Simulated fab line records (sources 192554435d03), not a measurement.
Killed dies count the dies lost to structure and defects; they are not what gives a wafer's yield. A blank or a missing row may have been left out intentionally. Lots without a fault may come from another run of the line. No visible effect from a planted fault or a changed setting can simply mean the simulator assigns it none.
Which tool was responsible? | flow n5Finfet | 10 lots with 30 wafers sampled at 6 steps, on a route of 1938 steps

WHAT EACH GAUGE READ, for each wafer
N5_BEOL_M15_THK_MEAS_01. Usual: M15_ILD_THK gives 1633 nm (standard deviation 19).
lot  | measured     | on           | M15_ILD_THK (nm) | flag
L616 | day 14 04:04 | filmMetro-02 | 1626 1628 1622   | 
L618 | day 14 06:38 | filmMetro-02 | 1604 1632 1621   | 
L620 | day 14 13:52 | filmMetro-01 | 1616 1631 1638   | 
L622 | day 14 20:24 | filmMetro-02 | 1620 1590 1654   | 
L623 | day 15 02:31 | filmMetro-01 | 1611 1620 1642   | 
L624 | day 15 11:01 | filmMetro-02 | 1659 1633 1646   | 
L626 | day 16 05:41 | filmMetro-01 | 1616 1618 1660   | 
L628 | day 16 15:20 | filmMetro-01 | 1630 1627 1648   | 
L637 | day 19 04:25 | filmMetro-02 | 1643 2362 2427   | OFF
L638 | day 19 18:24 | filmMetro-01 | 1639 1649 1636   | 

N5_BEOL_M15_OVL_MEAS_11. Usual: V14_OVL gives 2 nm (standard deviation 6.6).
lot  | measured     | on         | V14_OVL (nm) | flag
L616 | day 14 04:31 | overlay-01 | -7 3 -11     | 
L618 | day 14 07:05 | overlay-01 | 3 10 5       | 
L620 | day 14 14:13 | overlay-01 | 6 3 6        | 
L622 | day 14 20:44 | overlay-01 | 2 2 1        | 
L623 | day 15 02:52 | overlay-01 | 11 2 5       | 
L624 | day 15 11:37 | overlay-01 | 11 -1 3      | 
L626 | day 16 06:08 | overlay-02 | 8 6 10       | 
L628 | day 16 15:47 | overlay-02 | -13 0 -6     | 
L637 | day 19 04:46 | overlay-01 | 8 19 5       | 
L638 | day 19 18:44 | overlay-02 | 5 1 6        | 

N5_BEOL_M15_CD_MEAS_17 targets a cd of 360 nm. Usual: cdNm at 361.4 nm, with a standard deviation of 1.6.
lot  | measured     | on       | cdNm (nm)         | flag
L616 | day 14 05:04 | cdSem-03 | 362.2 362.7 363.2 | 
L618 | day 14 07:39 | cdSem-03 | 361.5 363.1 362.3 | 
L620 | day 14 14:53 | cdSem-02 | 360.5 361.3 358.8 | 
L622 | day 14 23:44 | cdSem-03 | 363.9 361.7 362.2 | 
L623 | day 15 04:14 | cdSem-01 | 361.2 359.6 361.4 | 
L624 | day 15 12:31 | cdSem-03 | 361.2 360.0 360.6 | 
L626 | day 16 06:41 | cdSem-01 | 360.2 359.5 361.7 | 
L628 | day 16 16:20 | cdSem-03 | 360.5 361.5 361.3 | 
L637 | day 19 05:37 | cdSem-01 | 362.6 367.9 369.7 | OFF
L638 | day 19 19:17 | cdSem-02 | 363.5 361.5 362.8 | 

TOOL THAT RAN EACH LOT (tool first, then ch and the chambers of the sampled wafers, then the start)
lot  | N5_BEOL_M14_TRENCH_ETCH_34        | N5_BEOL_M14_SPUTTER_44      | N5_BEOL_M15_ILD_DEP_00
L616 | rieDiel-01 ch 2,3, day 14 01:43   | pvdSputter-02, day 14 02:38 | pecvd-03 ch 0,1, day 14 03:49
L618 | rieDiel-01 ch 1,2, day 14 02:34   | pvdSputter-02, day 14 04:58 | pecvd-03 ch 0,2, day 14 06:23
L620 | rieDiel-01 ch 1,2, day 14 09:15   | pvdSputter-02, day 14 12:22 | pecvd-03 ch 0,1,2, day 14 13:37
L622 | rieDiel-01 ch 1,3, day 14 18:12   | pvdSputter-03, day 14 18:59 | pecvd-02 ch 0,1,2, day 14 20:09
L623 | rieDiel-06 ch 0,1,3, day 14 23:35 | pvdSputter-03, day 15 01:07 | pecvd-04 ch 1,2, day 15 02:16
L624 | rieDiel-04 ch 1,3, day 15 07:19   | pvdSputter-01, day 15 08:46 | pecvd-04 ch 0,1,2, day 15 10:46
L626 | rieDiel-04 ch 1,3, day 16 01:31   | pvdSputter-03, day 16 04:05 | pecvd-03 ch 0,1, day 16 05:26
L628 | rieDiel-04 ch 0,2, day 16 12:50   | pvdSputter-02, day 16 13:54 | pecvd-02 ch 0,2, day 16 15:04
L637 | rieDiel-04 ch 1,2,3, day 19 00:01 | pvdSputter-03, day 19 01:58 | pecvd-02 ch 1,2, day 19 04:03
L638 | rieDiel-04 ch 0,2,3, day 19 14:38 | pvdSputter-03, day 19 16:58 | pecvd-03 ch 0,1,2, day 19 18:15
- N5_BEOL_M14_TRENCH_ETCH_34: etches SiO2 in C4F8/O2/Ar, target depth 556.65 nm, time 126.9 s.
- N5_BEOL_M14_SPUTTER_44: material Ta, target thk 15 nm, time 24.19 s.
- N5_BEOL_M15_ILD_DEP_00: deposits SiO2 from TEOS/O2, target thk 1629.3 nm, time 346.1 s.

WHAT THE TOOLS THEMSELVES READ (means of the sampled wafers that have a number; where no wafer has one, the mark that the record gives instead)
N5_BEOL_M14_TRENCH_ETCH_34. Usual: drypumpMotorCurrentA 5.8 A, standard deviation 0.41; oesProductAu 0.78 a.u., standard deviation 0.073; rfVppV 2225 V, standard deviation 23; showerheadPlenumPTorr 3.46 Torr, standard deviation 0.08; throttleValvePct 30.93 %, standard deviation 0.25.
lot  | tool       | drypumpMotorCurrentA (A) | oesProductAu (a.u.) | rfVppV (V) | showerheadPlenumPTorr (Torr) | throttleValvePct (%) | flag
L616 | rieDiel-01 | 5.8                      | 0.76                | 2223       | 3.40                         | 31.17                | 
L618 | rieDiel-01 | 5.9                      | 0.78                | 2220       | 3.42                         | 30.98                | 
L620 | rieDiel-01 | 6.0                      | 0.79                | 2214       | 3.37                         | 31.07                | 
L622 | rieDiel-01 | 5.6                      | 0.75                | 2228       | 3.44                         | 31.10                | 
L623 | rieDiel-06 | 5.8                      | 0.74                | 2217       | 3.42                         | 31.01                | 
L624 | rieDiel-04 | 6.1                      | 0.72                | 2233       | 3.49                         | 30.57                | 
L626 | rieDiel-04 | 5.7                      | 0.73                | 2213       | 3.45                         | 30.55                | 
L628 | rieDiel-04 | 5.8                      | 0.90                | 2235       | 3.54                         | 31.04                | 
L637 | rieDiel-04 | 5.8                      | 0.85                | 2229       | 3.47                         | 30.69                | 
L638 | rieDiel-04 | 6.1                      | 0.86                | 2236       | 3.53                         | 30.80                | 

N5_BEOL_M14_SPUTTER_44. Usual: substrateTempC 50.02 C, standard deviation 0.11; throttleValvePct 29.7 %, standard deviation 1.1.
lot  | tool          | substrateTempC (C) | throttleValvePct (%) | flag
L616 | pvdSputter-02 | 49.97              | 30.1                 | 
L618 | pvdSputter-02 | 49.99              | 29.4                 | 
L620 | pvdSputter-02 | 49.94              | 30.5                 | 
L622 | pvdSputter-03 | 49.96              | 29.6                 | 
L623 | pvdSputter-03 | 49.97              | 29.2                 | 
L624 | pvdSputter-01 | 50.12              | 30.7                 | 
L626 | pvdSputter-03 | 50.00              | 29.3                 | 
L628 | pvdSputter-02 | 49.96              | 30.2                 | 
L637 | pvdSputter-03 | 49.93              | 29.1                 | 
L638 | pvdSputter-03 | 49.96              | 28.6                 | 

N5_BEOL_M15_ILD_DEP_00. Usual: heaterPowerW 547 W, standard deviation 94; runLengthS 388.9 s, standard deviation 0.49; showerheadPlenumPTorr 8.35 Torr, standard deviation 0.051; showerheadVppV 1871 V, standard deviation 76; throttleValvePct 18.5 %, standard deviation 1.
lot  | tool     | heaterPowerW (W) | runLengthS (s) | showerheadPlenumPTorr (Torr) | showerheadVppV (V) | throttleValvePct (%) | flag
L616 | pecvd-03 | 633              | 389.2          | 8.33                         | 1825               | 19.0                 | 
L618 | pecvd-03 | 598              | 388.9          | 8.34                         | 1781               | 18.4                 | 
L620 | pecvd-03 | 533              | 389.2          | 8.33                         | 1861               | 18.3                 | 
L622 | pecvd-02 | 473              | 388.5          | 8.36                         | 1895               | 18.2                 | 
L623 | pecvd-04 | 588              | 389.2          | 8.37                         | 1870               | 18.9                 | 
L624 | pecvd-04 | 522              | 388.9          | 8.41                         | 1864               | 19.3                 | 
L626 | pecvd-03 | 648              | 389.3          | 8.32                         | 1908               | 19.4                 | 
L628 | pecvd-02 | 452              | 388.1          | 8.41                         | 1902               | 18.1                 | 
L637 | pecvd-02 | 488              | 495.5          | 8.33                         | 1868               | 18.1                 | OFF
L638 | pecvd-03 | 672              | 389.1          | 8.31                         | 1875               | 18.6                 | 

THE ANSWER, worked out from the rows above alone
Rule: a lot is off if the mean of its wafers that have a number lies more than 3 standard deviations from the usual mean. A lot without any number at a reading at which 4 lots or more have one is off too. Any other lot the step has rows for is counted as sound. Order of review: gauges by route order, followed by the tools' own readings, for which a lot's mean as printed above is used. At the first step where some lot is off, the reading lying furthest off is the one used; lots without a number count as furthest.
Off: at N5_BEOL_M15_THK_MEAS_01 (M15_ILD_THK), L637.
A tool fits if, at a process step before that reading, it ran every lot that is off, and no sound lot after the first of them. The gauges at N5_BEOL_M15_THK_MEAS_01 aren't tried: what is off there is off at N5_BEOL_M15_CD_MEAS_17 too, on other tools, and a gauge's error can't cause that. One candidate fits, namely pecvd-02 at N5_BEOL_M15_ILD_DEP_00. A fault onset in the window from L628 (day 16 15:04, its last sound lot) to L637 (day 19 04:03, its first lot off) fits.
The tool's own readings at N5_BEOL_M15_ILD_DEP_00 bear it out: on the lots that are off they differ by more than 5 times the standard deviation of the sound lots' means. runLengthS reads 495.5 s there against 388.9 s on the sound lots.

WHAT THE SIMULATOR HAD INSERTED
pecvd-02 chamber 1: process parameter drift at N5_BEOL_M15_ILD_DEP_00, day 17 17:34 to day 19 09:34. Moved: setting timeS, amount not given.
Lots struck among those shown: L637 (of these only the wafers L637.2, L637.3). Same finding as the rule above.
